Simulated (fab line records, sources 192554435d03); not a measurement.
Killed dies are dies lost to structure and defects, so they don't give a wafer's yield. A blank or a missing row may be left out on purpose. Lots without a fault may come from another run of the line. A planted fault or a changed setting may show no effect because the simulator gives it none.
fab line records | flow n5_finfet | part 2 of 2: steps 5 to 6 of 6
record lots=23 wafers=69 last_day=17
route steps=1938 shown FIN_CUT@169 STI_FIN_REVEAL@207 DUMMY_GATE@231
lots that met no fault: from a run of the same line without faults
start_h: hours from the record's first day to the start of the lot's first wafer shown | wait_h: hours since the lot's step before | " the same as in the row above | L1.1+2: a row that stands for several wafers | - no value, or no start given | * or withheld: withheld | < > ~ a bound
route shown NAME@n: a module of which the file shows steps, and the number in the route of the first | usual: mean/standard deviation of fault-free wafers | same: alike in all rows | chamber/n: place in a boat | sites: the reading at each site | _std_site: their standard deviation | _edge_site: outer sites' mean less inner sites' | radius_mm: how far each site lies from the wafer's centre | mask NAME#n: copy n | behind: the tool/chamber that last shaped the wafer | hold: why the lot was held/for how many hours/how that ended | device: the transistor (n, p or np) that didn't switch | end of line: the same wafers' tests at the end of the route | a step without rows: its recipe alone | killed: dies lost to structure and defects at the first sort, not the wafer's yield | map: a wafer's dies, x killed, . not, _ none there
set.NAME: the setting as run; set.NAME@STEP: as run at that earlier step | model.NAME: the simulator's own value behind a step, which no gauge read
steps of the route over a sample of lots; a table a step, a row a wafer
services: from which hour (start_h, from the record's first day; less than 0 if before it) a tool's chamber was out of use, for how many hours, and why
## steps
# step N5_DUMMY_GATE_STRIP_40
# recipe chemistry=CF4 resist=SiARC power_w=300 bias_power_w=75 pressure_mtorr=50 cf4_flow_sccm=150 rf_frequency_hz=6e+07
# usual drypump_motor_current_A=5.6/0.56 oes_product_au=0.75/0.071 rf_vpp_V=271.7/1.8 showerhead_plenum_p_Torr=1.81/0.069 throttle_valve_pct=13.59/0.2
# columns lot.wafer tool chamber start_h wait_h drypump_motor_current_A oes_product_au rf_hours_counter_h rf_vpp_V showerhead_plenum_p_Torr throttle_valve_pct
L074.2 rie_diel-05 1 46.53 0.1 6.0 0.69 212 272.9 1.78 13.85
L074.5 " 2 " " 6.2 0.74 - 268.1 1.72 13.67
L074.6 " 3 " " 6.8 0.80 - 270.9 1.73 13.52
L075.3 rie_diel-01 0 52.11 0.1 6.0 0.71 208 273.2 1.85 13.77
L075.4 " 3 " " 4.9 0.69 209 271.8 1.85 13.61
L075.5 " 1 " " 5.8 0.67 - 270.9 1.69 13.80
L076.2 rie_diel-01 2 58.06 0.2 6.3 0.77 141 271.9 1.86 13.79
L076.4 " 3 " " 4.9 0.69 210 271.0 1.85 13.60
L076.6 " 0 " " 6.0 0.71 - 271.9 1.85 13.78
L077.1 rie_diel-01 0 65.33 0.1 6.0 0.71 211 272.5 1.85 13.78
L077.3 " 2 " " 6.3 0.76 142 271.7 1.86 13.80
L077.5 " 2 " " 6.4 0.76 - 272.6 1.86 13.82
L078.1 rie_diel-01 2 74.19 0.1 6.4 0.76 145 272.5 1.86 13.81
L078.3 " 0 " " 6.0 0.71 214 272.0 1.85 13.79
L078.6 " 2 " " 6.4 0.76 - 273.1 1.86 13.82
L079.1 rie_diel-03 1 78.10 0.1 5.4 0.75 154 273.2 1.85 13.44
L079.4 " 0 " " 5.4 0.72 196 272.7 1.86 13.55
L079.6 " 1 " " 5.4 0.74 - 272.2 1.86 13.44
L080.1 rie_diel-03 3 81.20 0.1 5.2 0.79 91 267.5 1.68 13.38
L080.3 " 1 " " 5.5 0.75 155 274.3 1.85 13.43
L080.6 " 3 " " 5.2 0.79 - 268.5 1.68 13.39
L082.1 rie_diel-03 2 94.82 0.1 5.1 0.77 123 273.4 1.87 13.45
L082.4 " 0 " " 5.4 0.71 200 271.9 1.86 13.56
L082.6 " 1 " " 5.4 0.74 - 271.8 1.85 13.44
L083.1 rie_diel-03 2 99.76 0.1 5.2 0.76 124 273.0 1.87 13.46
L083.2 " 0 " " 5.3 0.71 202 272.1 1.86 13.57
L083.4 " 0 " " 5.3 0.72 - 272.7 1.86 13.57
L084.3 rie_diel-05 0 107.54 0.1 4.7 0.92 14 270.8 1.76 13.28
L084.5 " 1 " " 6.0 0.69 - 270.4 1.77 13.85
L084.6 " 0 " " 4.7 0.92 - 270.6 1.76 13.27
L085.2 rie_diel-01 0 117.87 0.1 6.0 0.70 230 273.5 1.84 13.82
L085.4 " 1 " " 5.8 0.94 10 274.5 1.90 13.23
L085.6 " 0 " " 6.0 0.69 - 272.3 1.84 13.82
L086.1 rie_diel-03 2 120.89 0.1 5.2 0.76 134 272.0 1.86 13.51
L086.2 " 3 " " 5.2 0.78 107 268.4 1.68 13.42
L086.4 " 2 " " 5.2 0.76 - 272.4 1.86 13.48
L087.2 rie_diel-01 3 125.73 0.1 4.9 0.67 233 274.1 1.84 13.65
L087.5 " 0 " " 6.0 0.69 - 271.6 1.84 13.82
L087.6 " 1 " " 5.8 0.94 - 274.6 1.90 13.26
L088.2 rie_diel-01 2 133.41 0.1 6.4 0.75 166 271.3 1.86 13.86
L088.3 " 1 " " 5.8 0.93 14 273.7 1.90 13.25
L088.5 " 2 " " 6.4 0.74 - 273.9 1.86 13.85
L089.2 rie_diel-05 0 135.65 0.1 4.7 0.89 23 270.0 1.76 13.27
L089.3 " 2 " " 6.2 0.72 159 269.4 1.72 13.69
L089.6 " 0 " " 4.7 0.88 - 269.6 1.76 13.28
L090.1 rie_diel-03 0 143.14 0.1 5.3 0.70 218 270.5 1.85 13.62
L090.3 " 2 " " 5.2 0.76 139 272.2 1.86 13.52
L090.6 " 0 " " 5.4 0.70 - 273.6 1.85 13.60
L091.4 rie_diel-05 1 147.78 0.1 6.0 0.68 241 270.3 1.77 13.90
L091.5 " 3 " " 6.8 0.77 - 272.5 1.73 13.59
L091.6 " 0 " " 4.7 0.88 - 270.9 1.76 13.29
L092.1 rie_diel-01 3 156.65 0.1 4.9 0.67 243 272.8 1.84 13.68
L092.4 " 1 " " 5.8 0.91 23 273.1 1.90 13.26
L092.6 " 0 " " 6.0 0.69 - 274.1 1.84 13.87
L093.1 rie_diel-03 0 160.97 0.1 5.3 0.71 224 271.7 1.85 13.63
L093.4 " 1 " " 5.5 0.75 169 272.3 1.85 13.46
L093.5 " 2 " " 5.2 0.75 - 271.2 1.86 13.52
L094.2 rie_diel-03 1 168.51 0.1 5.4 0.73 171 272.3 1.85 13.47
L094.3 " 3 " " 5.2 0.77 121 266.8 1.68 13.46
L094.4 " 0 " " 5.3 0.70 226 272.3 1.85 13.63
L095.1 rie_diel-01 1 172.79 0.1 5.8 0.90 27 274.0 1.89 13.28
L095.3 " 2 " " 6.4 0.73 180 273.7 1.85 13.88
L095.4 " 1 " " 5.8 0.90 - 273.4 1.89 13.27
L096.2 rie_diel-03 3 180.05 0.1 5.2 0.77 124 268.0 1.68 13.46
L096.3 " 0 " " 5.4 0.70 228 272.5 1.85 13.63
L096.6 " 2 " " 5.1 0.75 - 272.9 1.86 13.52
L097.1 rie_diel-01 1 183.59 0.1 5.8 0.89 32 274.9 1.89 13.28
L097.4 " 2 " " 6.3 0.72 - 272.3 1.85 13.90
L097.5 " 1 " " 5.8 0.90 - 273.8 1.89 13.27
# step N5_DUMMY_GATE_STRIP_41
# recipe chemistry=O2 power_w=400 temp_c=40 pressure_mtorr=30 rf_frequency_hz=6e+07 bias_power_w=0 overash_fraction=0.3 o2_flow_sccm=225
# usual drypump_motor_current_A=5.7/0.6 oes_product_au=0.76/0.081 rf_vpp_V=3.7/0.5 showerhead_plenum_p_Torr=2.11/0.088 throttle_valve_pct=16.68/0.19
# columns lot.wafer tool chamber start_h wait_h drypump_motor_current_A oes_product_au rf_hours_counter_h rf_vpp_V showerhead_plenum_p_Torr throttle_valve_pct
L074.2 rie_diel-01 3 46.80 0.0 4.9 0.69 207 3.3 2.16 16.58
L074.5 " 2 " " 6.4 0.78 - 4.5 2.18 16.87
L074.6 " 1 " " 5.8 0.67 - 3.6 1.98 16.85
L075.3 rie_diel-01 2 52.26 0.0 6.4 0.77 139 4.1 2.18 16.87
L075.4 " 1 " " 5.8 0.67 246 3.0 1.98 16.85
L075.5 " 1 " " 5.8 0.67 - 2.7 1.98 16.85
L076.2 rie_diel-05 3 58.22 0.0 6.8 0.81 108 4.1 2.02 16.59
L076.4 " 0 " " 4.7 0.99 1 3.8 2.05 16.33
L076.6 " 1 " " 6.0 0.70 - 3.1 2.08 16.93
L077.1 rie_diel-01 0 65.48 0.0 6.0 0.71 211 4.5 2.17 16.83
L077.3 " 3 " " 4.9 0.69 212 4.1 2.16 16.61
L077.5 " 3 " " 4.9 0.70 - 3.7 2.16 16.60
L078.1 rie_diel-01 2 74.34 0.0 6.4 0.78 145 2.7 2.18 16.87
L078.3 " 3 " " 4.9 0.70 215 2.8 2.16 16.60
L078.6 " 2 " " 6.4 0.78 - 3.9 2.18 16.87
L079.1 rie_diel-03 3 78.25 0.0 5.2 0.80 90 4.0 1.94 16.39
L079.4 " 2 " " 5.1 0.77 117 3.2 2.20 16.56
L079.6 " 0 " " 5.4 0.72 - 3.8 2.18 16.63
L080.1 rie_diel-05 3 81.47 0.0 6.8 0.81 113 3.8 2.02 16.61
L080.3 " 2 " " 6.2 0.74 146 2.4 2.02 16.82
L080.6 " 3 " " 6.8 0.81 - 4.4 2.02 16.63
L082.1 rie_diel-01 3 95.03 0.0 4.9 0.69 223 3.2 2.15 16.63
L082.4 " 0 " " 6.0 0.70 222 2.9 2.17 16.88
L082.6 " 0 " " 6.0 0.70 - 4.1 2.17 16.86
L083.1 rie_diel-05 3 99.91 0.0 6.8 0.80 119 3.2 2.01 16.61
L083.2 " 1 " " 6.0 0.69 225 3.5 2.07 16.93
L083.4 " 2 " " 6.2 0.74 151 3.6 2.02 16.82
L084.3 rie_diel-01 0 107.68 0.0 6.0 0.70 226 3.4 2.16 16.88
L084.5 " 3 " " 4.9 0.68 - 4.0 2.15 16.62
L084.6 " 2 " " 6.3 0.76 - 3.8 2.17 16.90
L085.2 rie_diel-01 0 118.03 0.0 6.0 0.69 230 4.0 2.16 16.90
L085.4 " 2 " " 6.3 0.76 162 4.6 2.17 16.90
L085.6 " 1 " " 5.8 0.96 - 4.4 2.24 16.41
L086.1 rie_diel-05 0 121.04 0.0 4.7 0.90 20 3.3 2.05 16.38
L086.2 " 3 " " 6.8 0.79 126 3.9 2.01 16.62
L086.4 " 1 " " 6.0 0.69 233 4.1 2.07 16.94
L087.2 rie_diel-03 0 125.88 0.0 5.3 0.72 214 3.7 2.17 16.65
L087.5 " 1 " " 5.4 0.75 - 3.8 2.18 16.55
L087.6 " 0 " " 5.4 0.72 - 4.0 2.17 16.67
L088.2 rie_diel-01 2 133.55 0.0 6.4 0.76 166 3.6 2.17 16.90
L088.3 " 1 " " 5.8 0.96 15 4.7 2.23 16.41
L088.5 " 2 " " 6.4 0.76 - 4.3 2.17 16.92
L089.2 rie_diel-05 0 135.79 0.0 4.7 0.92 23 4.0 2.05 16.37
L089.3 " 1 " " 6.0 0.69 236 2.7 2.07 16.96
L089.6 " 1 " " 6.0 0.69 - 3.4 2.07 16.97
L090.1 rie_diel-03 3 143.29 0.0 5.2 0.78 113 3.2 1.94 16.44
L090.3 " 1 " " 5.5 0.75 164 3.0 2.18 16.55
L090.6 " 2 " " 5.1 0.76 - 3.5 2.19 16.60
L091.4 rie_diel-03 0 148.18 0.0 5.3 0.71 219 3.5 2.17 16.67
L091.5 " 2 " " 5.1 0.76 - 3.2 2.19 16.61
L091.6 " 3 " " 5.2 0.78 - 3.0 1.94 16.44
L092.1 rie_diel-01 3 156.79 0.0 4.9 0.67 243 3.9 2.15 16.66
L092.4 " 0 " " 6.0 0.68 243 3.5 2.16 16.91
L092.6 " 3 " " 4.8 0.66 - 4.1 2.15 16.66
L093.1 rie_diel-03 1 161.12 0.0 5.5 0.75 169 3.9 2.18 16.56
L093.4 " 2 " " 5.1 0.75 145 4.4 2.19 16.61
L093.5 " 0 " " 5.3 0.71 - 4.0 2.17 16.70
L094.2 rie_diel-03 3 168.66 0.0 5.2 0.78 121 3.8 1.93 16.45
L094.3 " 2 " " 5.2 0.75 147 3.6 2.19 16.62
L094.4 " 0 " " 5.4 0.71 226 3.3 2.17 16.69
L095.1 rie_diel-03 2 172.94 0.0 5.1 0.75 149 3.8 2.19 16.61
L095.3 " 3 " " 5.2 0.78 122 3.8 1.93 16.47
L095.4 " 1 " " 5.5 0.75 173 3.8 2.18 16.58
L096.2 rie_diel-05 3 180.22 0.0 6.8 0.77 144 3.9 2.01 16.65
L096.3 " 0 " " 4.7 0.88 37 3.4 2.04 16.41
L096.6 " 1 " " 6.0 0.67 - 3.7 2.06 17.00
L097.1 rie_diel-05 2 183.74 0.0 6.2 0.71 174 4.6 2.01 16.87
L097.4 " 2 " " 6.2 0.72 - 3.6 2.01 16.88
L097.5 " 3 " " 6.8 0.78 - 4.0 2.00 16.67
## services
# columns tool chamber start_h hours kind
rie_diel-05 0 32.03 - clean
rie_diel-05 0 32.03 - consumable_replace:focus_ring
rie_diel-05 0 32.03 23.1 scheduled_down
rie_diel-05 0 32.03 23.1 vent_cycle
rie_diel-05 - 61.15 0.7 repair
rie_diel-01 1 67.90 - clean
rie_diel-01 1 67.90 - consumable_replace:focus_ring
rie_diel-01 1 67.90 - consumable_replace:showerhead
rie_diel-01 1 67.90 21.2 scheduled_down
rie_diel-01 1 67.90 21.2 vent_cycle
rie_diel-05 - 76.88 0.9 repair
rie_diel-03 1 95.95 26.3 repair
rie_diel-05 2 110.34 6.6 repair
rie_diel-05 - 125.78 2.8 pm
rie_diel-01 3 132.83 3.4 repair
rie_diel-03 - 137.82 2.8 pm
rie_diel-01 0 171.33 5.5 repair
rie_diel-01 3 177.07 - clean
rie_diel-01 3 177.07 - consumable_replace:focus_ring
rie_diel-01 3 177.07 20.5 scheduled_down
rie_diel-01 3 177.07 20.5 vent_cycle
rie_diel-05 1 180.70 - clean
rie_diel-05 1 180.70 - consumable_replace:focus_ring
